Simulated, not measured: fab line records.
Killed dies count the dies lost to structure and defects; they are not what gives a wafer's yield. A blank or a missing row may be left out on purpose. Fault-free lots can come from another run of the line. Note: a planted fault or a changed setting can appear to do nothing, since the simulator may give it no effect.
What tool caused it? / flow nandHarc / 6 lots with 18 wafers sampled at 3 steps, on a route of 1302 steps

## WHAT THE GAUGES SHOWED, per wafer
NHARC_A_ONON_D2_THK_MEAS_14: measures by ellipsometry.
lot=L331; measured=day 13 15:47; on=filmMetro-01; thkNm (nm)=994 992 993
lot=L340; measured=day 16 20:27; on=filmMetro-01; thkNm (nm)=999 999 1000
lot=L342; measured=day 17 19:04; on=filmMetro-01; thkNm (nm)=933 935 932 933 933 934
lot=L344; measured=day 18 15:08; on=filmMetro-01; thkNm (nm)=999 999 998
lot=L348; measured=day 20 12:16; on=filmMetro-01; thkNm (nm)=1025 1025 1026
lot=L350; measured=day 21 07:10; on=filmMetro-01; thkNm (nm)=987 987 986

## WHICH TOOL RAN EACH LOT (tool, then ch and the chambers of the sampled wafers, then the start)
lot=L331; NHARC_A_CHANNEL_FILL_D1_STRIP_28=rieDiel-13 ch 0,1,2, day 11 00:26; NHARC_A_ONON_D2_DEP_12=pecvdOnon-02 ch 0, day 13 15:17
lot=L340; NHARC_A_CHANNEL_FILL_D1_STRIP_28=rieDiel-09 ch 0,1,2, day 14 04:35; NHARC_A_ONON_D2_DEP_12=pecvdOnon-03 ch 0, day 16 20:00
lot=L342; NHARC_A_CHANNEL_FILL_D1_STRIP_28=rieDiel-09 ch 1,2, day 15 08:02; NHARC_A_ONON_D2_DEP_12=pecvdOnon-03 ch 0, day 17 18:40
lot=L344; NHARC_A_CHANNEL_FILL_D1_STRIP_28=rieDiel-08 ch 1,2,3, day 16 00:28; NHARC_A_ONON_D2_DEP_12=pecvdOnon-01 ch 0, day 18 14:37
lot=L348; NHARC_A_CHANNEL_FILL_D1_STRIP_28=rieDiel-08 ch 0,3, day 17 23:20; NHARC_A_ONON_D2_DEP_12=pecvdOnon-02 ch 0, day 20 11:55
lot=L350; NHARC_A_CHANNEL_FILL_D1_STRIP_28=rieDiel-13 ch 0,3, day 18 15:34; NHARC_A_ONON_D2_DEP_12=pecvdOnon-01 ch 0, day 21 06:40
- NHARC_A_CHANNEL_FILL_D1_STRIP_28: strips in O2, time 20 s.
- NHARC_A_ONON_D2_DEP_12: target thk 1000 nm.

## THE ANSWER, worked out from the rows above alone
Rule: the lots themselves supply what counts as usual. The widest of any qualifying gaps counts: lots, ordered by their means at a reading, are off when they make up no more than a third of the lots, leave a main group of 4 or more, and stand apart from it by 3 or more times the standard deviation of that group's means. If all means in a main group match to the digits the tables above print for the reading, that group is not used. A lot without any number at a reading at which 4 lots or more have one is off too. Any other lot the step has rows for is counted as sound.
Off, at NHARC_A_ONON_D2_THK_MEAS_14 on thkNm: L342. Main group: mean 1001 nm, sd 13.
A tool fits if, at a process step before that reading, it ran every lot that is off, and no sound lot after the first of them. Gauges at NHARC_A_ONON_D2_THK_MEAS_14: tried the same way as those tools. Can't be told from this: 2 tools fit, rieDiel-09 at NHARC_A_CHANNEL_FILL_D1_STRIP_28, pecvdOnon-03 at NHARC_A_ONON_D2_DEP_12.

## WHAT THE SIMULATOR HAD PUT IN
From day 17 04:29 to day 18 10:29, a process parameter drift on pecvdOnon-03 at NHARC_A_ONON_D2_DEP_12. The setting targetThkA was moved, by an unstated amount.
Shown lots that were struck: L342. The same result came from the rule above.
